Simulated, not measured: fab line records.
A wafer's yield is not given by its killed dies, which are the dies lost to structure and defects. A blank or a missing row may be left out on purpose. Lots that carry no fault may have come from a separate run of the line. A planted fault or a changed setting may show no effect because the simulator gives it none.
2 desks, one fault    flow n5_finfet    each desk holds nothing but its own numbers, with what lay behind them at the end

== METROLOGY DESK ==
Means of the sampled wafers that have a number, per lot and without regard to the tool the lot ran on: this is what the gauges read. If a lot's mean is further than 4 standard deviations from the usual mean, the lot is out of limits and carries the mark OUT (the distance appears in the brackets). Shown here are 7 of its 11 readings, the ones lying furthest out on some lot.
Columns: A = trench_depth_nm at N5_FIN_SAQP_OCD_MEAS_76, usual 119.5 nm; B = DIBL_N at N5_BEOL_M4_RC_MEAS_101, usual 36.5 mV/V; C = DIBL_P at N5_BEOL_M4_RC_MEAS_101, usual 36.6 mV/V; D = IOFF_P at N5_BEOL_M4_RC_MEAS_101, usual 0.21 nA/um; E = ION_P at N5_BEOL_M4_RC_MEAS_101, usual 460 uA/um; F = SS_N at N5_BEOL_M4_RC_MEAS_101, usual 71.6 mV/dec; G = SS_P at N5_BEOL_M4_RC_MEAS_101, usual 73.4 mV/dec
lot   first seen here  A      B     C     D     E    F     G
L705  day 2 14:39      118.7  36.3  36.4  0.21  454  71.8  74.1
L709  day 3 14:28      119.7  36.1  36.9  0.22  467  72.4  73.3
L711  day 4 02:18      118.9  36.4  36.2  0.20  459  71.9  73.3
L713  day 4 14:11      118.6  36.1  38.1  0.19  457  72.0  73.6
L714  day 4 20:43      121.1  36.9  37.4  0.24  469  71.7  73.5
L717  day 5 15:32      120.7  37.6  38.5  0.26  472  71.6  73.4
L718  day 5 20:44      119.5  36.8  37.6  0.21  462  71.4  73.7
L721  day 6 13:22      118.5  38.6  39.3  0.25  465  71.9  74.0
L726  day 7 20:16      119.5  35.7  35.4  0.20  454  72.0  72.3
This desk found nothing out of limits on any of the 9 lots.

== THE DEFECT DESK ==
Counts from the inspections along the route, per lot, as means over the sampled wafers that have a number. If a lot's mean is further than 4 standard deviations from the usual mean, the lot is out of limits and carries the mark OUT (the distance appears in the brackets).
Columns: A = raw_defect_count at N5_FIN_SAQP_INSPECT_40, usual 225; B = raw_defect_count at N5_FIN_CUT_INSPECT_10, usual 43; C = raw_defect_count at N5_FIN_CUT_INSPECT_17, usual 228
lot   first seen here  A    B               C
L705  day 2 14:41      220  35              224
L709  day 3 14:29      169  37              176
L711  day 4 02:20      310  62              306
L713  day 4 14:14      273  42              270
L714  day 4 20:44      209  43              205
L717  day 5 15:34      157  32              180
L718  day 5 20:46      172  42              196
L721  day 6 13:23      436  147 (+9.4) OUT  395
L726  day 7 20:18      195  40              190
This desk's finding: out of limits on L721; first on L721, day 6 13:46 (raw_defect_count at N5_FIN_CUT_INSPECT_10). L705, L709, L711, L713, L714, L717, L718, L726: within limits.

== BROUGHT TOGETHER ==
The defect desk could have raised an alarm at day 6 13:46, on L721.
Metrology desk: nothing out of limits seen.
The metrology desk has L721 on record, within its limits.
On wet_bench-06, each named lot ran N5_FIN_SAQP_PRECLEAN_38.

== WHAT HAD BEEN PUT IN BY THE SIMULATOR ==
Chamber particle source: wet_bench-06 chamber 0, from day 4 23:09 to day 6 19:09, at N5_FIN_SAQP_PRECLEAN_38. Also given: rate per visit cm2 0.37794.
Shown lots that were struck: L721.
Hours from the fault's start to each desk's first reading out of limits: the defect desk, 39.
